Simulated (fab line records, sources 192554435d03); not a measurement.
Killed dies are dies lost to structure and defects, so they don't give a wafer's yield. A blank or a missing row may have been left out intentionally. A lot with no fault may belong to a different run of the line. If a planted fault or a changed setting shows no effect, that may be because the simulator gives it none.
Chamber matching / flow n5_finfet / N5_HKMG_FIN_ALD_74 on ald_hk-03 has 4 sister chambers
The step deposits La2O3, target thk 0.5 nm, pulse time 6 s, co reactant pulse time 1 s. 20 wafers are shown with their chamber, then 10 later ones without.

WAFERS, EACH WITH ITS CHAMBER
wafer=L078.1; chamber=0; heater_power_w (W)=352; precursor_pulse_height_rel=1.018
wafer=L078.3; chamber=2; heater_power_w (W)=351; precursor_pulse_height_rel=1.008
wafer=L078.6; chamber=3; heater_power_w (W)=390; precursor_pulse_height_rel=1.034
wafer=L079.3; chamber=0; heater_power_w (W)=357; precursor_pulse_height_rel=0.992
wafer=L079.4; chamber=3; heater_power_w (W)=397; precursor_pulse_height_rel=0.995
wafer=L079.6; chamber=1; heater_power_w (W)=336; precursor_pulse_height_rel=0.978
wafer=L084.2; chamber=0; heater_power_w (W)=355; precursor_pulse_height_rel=1.013
wafer=L084.4; chamber=2; heater_power_w (W)=364; precursor_pulse_height_rel=1.001
wafer=L084.6; chamber=2; heater_power_w (W)=360; precursor_pulse_height_rel=1.016
wafer=L085.3; chamber=2; heater_power_w (W)=354; precursor_pulse_height_rel=1.009
wafer=L085.4; chamber=1; heater_power_w (W)=342; precursor_pulse_height_rel=1.000
wafer=L085.5; chamber=1; heater_power_w (W)=340; precursor_pulse_height_rel=0.964
wafer=L086.1; chamber=2; heater_power_w (W)=356; precursor_pulse_height_rel=0.991
wafer=L086.2; chamber=0; heater_power_w (W)=346; precursor_pulse_height_rel=1.002
wafer=L086.3; chamber=1; heater_power_w (W)=334; precursor_pulse_height_rel=0.962
wafer=L086.4; chamber=3; heater_power_w (W)=398; precursor_pulse_height_rel=1.003
wafer=L086.5; chamber=1; heater_power_w (W)=332; precursor_pulse_height_rel=0.994
wafer=L086.6; chamber=2; heater_power_w (W)=352; precursor_pulse_height_rel=0.969
wafer=L092.4; chamber=2; heater_power_w (W)=356; precursor_pulse_height_rel=0.995
wafer=L092.5; chamber=3; heater_power_w (W)=391; precursor_pulse_height_rel=0.982

SIGNATURES (means of the wafers above)
reading=heater_power_w; chamber 0=352.50; chamber 1=336.80; chamber 2=356.14; chamber 3=394.00; scatter within a chamber=4.42
reading=precursor_pulse_height_rel; chamber 0=1.00625; chamber 1=0.97960; chamber 2=0.99843; chamber 3=1.00350; scatter within a chamber=0.0168
Rule: for a wafer and a chamber, the distance is found by dividing, reading by reading, the gap between the wafer's reading and the chamber's mean by the reading's scatter, squaring, summing and taking the root. If the next closest chamber is less than 2 further off than the closest, the wafer can't be placed; otherwise it belongs to the closest. The scatter: the root of (the sum of the squares of (reading less its chamber's mean) over the shown wafers, divided by (wafers less chambers)).

WAFERS WHOSE CHAMBER IS MISSING
wafer=L092.6; heater_power_w (W)=356; precursor_pulse_height_rel=1.010
wafer=L096.1; heater_power_w (W)=346; precursor_pulse_height_rel=0.992
wafer=L096.3; heater_power_w (W)=340; precursor_pulse_height_rel=0.987
wafer=L096.5; heater_power_w (W)=336; precursor_pulse_height_rel=1.008
wafer=L097.1; heater_power_w (W)=355; precursor_pulse_height_rel=0.990
wafer=L097.2; heater_power_w (W)=355; precursor_pulse_height_rel=1.010
wafer=L097.3; heater_power_w (W)=342; precursor_pulse_height_rel=1.005
wafer=L097.4; heater_power_w (W)=391; precursor_pulse_height_rel=1.001
wafer=L097.5; heater_power_w (W)=401; precursor_pulse_height_rel=0.974
wafer=L097.6; heater_power_w (W)=360; precursor_pulse_height_rel=1.003

CHAMBER TAKEN BY EACH
wafer=L092.6; from the rows above=can't be placed: 2 or 0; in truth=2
wafer=L096.1; from the rows above=can't be placed: 0 or 1 or 2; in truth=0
wafer=L096.3; from the rows above=1; in truth=1
wafer=L096.5; from the rows above=1; in truth=1
wafer=L097.1; from the rows above=can't be placed: 2 or 0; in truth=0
wafer=L097.2; from the rows above=can't be placed: 0 or 2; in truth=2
wafer=L097.3; from the rows above=can't be placed: 1 or 0 or 2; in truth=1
wafer=L097.4; from the rows above=3; in truth=3
wafer=L097.5; from the rows above=3; in truth=3
wafer=L097.6; from the rows above=can't be placed: 2 or 0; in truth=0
Placed correctly: 4 of 10. Cannot be placed on the basis of these rows: 6; the candidates contain the true chamber in 6. Wrongly placed: 0.
